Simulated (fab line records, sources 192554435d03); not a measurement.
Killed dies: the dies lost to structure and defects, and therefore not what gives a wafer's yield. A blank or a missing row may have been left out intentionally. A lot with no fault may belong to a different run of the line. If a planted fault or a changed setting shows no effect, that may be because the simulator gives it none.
Comparing a struck lot with a sound one || flow n5 finfet || 16 steps out of a route of 1938
Sound: the wafers L648.1, L648.4, L648.6. Wafers L637.1, L637.2, L637.3 were the ones struck. The cause comes at the end.
At each step with rows: each side's tool, then ch and its chambers, then its first start. Under that, the readings that differ: sound wafers || struck wafers || difference of the means || sigmas: that difference in standard deviations of wafers without a fault.
alike: words and numbers the same on both sides, and readings whose means are apart by under 2 such deviations; not compared: readings that were withheld, readings missing a value for some wafer, numbers with overlapping values and no deviation given by the record, and bounds like >300 which may hide the same value.
A row with sigmas, a row that says differs or no value, or rows on one side alone: a step with any of these is where the two part. Numbers that have no deviation but don't overlap get no sigmas and don't part them. A reading that every wafer of one side lacks parts them only if that side has two wafers or more.

first, 7 steps without rows for these wafers: N5_BEOL_M3_COAT_76 (time 60 s, resist thk 5 nm); N5_BEOL_M3_COAT_22 (resist thk 30 nm); N5_BEOL_M3_EBR_24; N5_BEOL_M3_SOFTBAKE_23 (time 60 s); N5_BEOL_M3_EXPOSE_25 (exposes mask V2, defocus 5 nm); N5_BEOL_M3_PEB_26 (peb time 60 s); N5_BEOL_M3_DEVELOP_27 (develop time 30 s).
N5_BEOL_M3_CD_MEAS_28: target cd 25.7 nm, target cd y 23.3 nm.
  sound on cd sem-03 ch 0, day 11 19:08; struck on cd sem-02 ch 0, day 8 21:53
  alike: cd nm
N5_BEOL_M3_OVL_MEAS_29:
  sound on overlay-01 ch 0, day 11 19:10; struck on overlay-01 ch 0, day 8 21:55
  alike: V2_OVL
N5_BEOL_M3_INSPECT_30: inspects for defects (brightfield).
  sound on defect inspect-01 at day 11 19:13; struck on defect inspect-01 at day 8 21:59
  alike: raw defect count
N5_BEOL_M3_DESCUM_33: chemistry O2, time 7 s.
  sound on rie diel-01 ch 0,1,3, day 11 19:15; struck on rie diel-01 ch 0,2,3, day 8 22:01
  alike: chamber pressure mTorr, drypump motor current A, oes product au, rf vpp V, showerhead plenum p Torr, temp c, throttle valve pct
  not compared: rf hours counter h
N5_BEOL_M3_ETCH_77: etches underlayer in N2/H2, target depth 6.5 nm, time 5.2 s.
  sound on rie diel-01 ch 0,1,3, day 11 19:17; struck on rie diel-01 ch 0,2,3, day 8 22:03
  alike: chamber pressure mTorr, drypump motor current A, etch rf on time s, h2 flow sccm, oes product au, rf vpp V, showerhead plenum p Torr, throttle valve pct
  not compared: rf hours counter h
N5_BEOL_M3_ETCH_69: etches SiARC in CF4, target depth 15.6 nm, time 26 s.
  sound on rie diel-01 ch 0,1,3, day 11 19:18; struck on rie diel-01 ch 0,2,3, day 8 22:04
{"reading": "etch rf on time s (s)", "sound": "26.0 24.8 25.1", "struck": "18.5 19.3 18.9", "difference": -6.4, "sigmas": -11}
  alike: chamber pressure mTorr, drypump motor current A, oes product au, rf vpp V, showerhead plenum p Torr, throttle valve pct
  not compared: rf hours counter h
N5_BEOL_M3_ALD_98: deposits SiO2, target thk 2.5 nm, pulse time 1 s, co reactant pulse time 1 s.
  sound on ald sin-04 ch 2,3, day 11 19:23; struck on ald sin-03 ch 0,1,3, day 8 22:13
{"reading": "precursor pulse height rel", "sound": "1.009 1.030 0.989", "struck": "0.971 0.962 0.958", "difference": -0.046, "sigmas": -2}
  alike: heater power w
N5_BEOL_M4_RC_MEAS_101:
  sound on prober-01 ch 0, day 12 09:20; struck on prober-02 ch 0, day 9 14:12
{"reading": "DIBL_P (mV/V)", "sound": "33.8 36.2 32.8", "struck": "39.6 38.3 38.0", "difference": "+4.4", "sigmas": "+2"}
{"reading": "IOFF_N (nA/um)", "sound": "0.11 0.14 0.10", "struck": "0.20 0.17 0.17", "difference": "+0.06", "sigmas": "+2"}
{"reading": "IOFF_P (nA/um)", "sound": "0.13 0.16 0.13", "struck": "0.23 0.24 0.20", "difference": "+0.08", "sigmas": "+2"}
{"reading": "VT_P (mV)", "sound": "-261 -259 -258", "struck": "-251 -249 -256", "difference": "+7", "sigmas": "+2"}
  alike: DIBL_N, ION_N, ION_P, SS_N, SS_P, VT_N
-- here the record skips 4 days between the struck wafers' starts before and after, leaving off in module BEOL_M4 and picking up in module PASSIVATION (first step shown: number 1936 of the route) --
N5_PASSIVATION_PROBE_49:
  sound on prober-01 at day 15 23:47; struck on prober-02 at day 13 12:41
  alike: defect limited yield, killed_at_M0_to_M3, killed_at_M4_up, killed at contacts, killed at front end, killed at other, killed dies, killed on rim, killed open, killed short, sort_bin_5_function, sort_bin_6_memory, sort n pass, sort yield pct

WHERE THEY PART
Earliest at N5_BEOL_M3_ETCH_69; latest, in this record, at N5_BEOL_M4_RC_MEAS_101. Later steps at which nothing parts them and some readings are alike: N5_PASSIVATION_PROBE_49.

WHY: what the simulator had put in
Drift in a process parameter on rie diel-01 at N5_BEOL_M3_ETCH_69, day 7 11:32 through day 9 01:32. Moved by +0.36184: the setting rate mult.
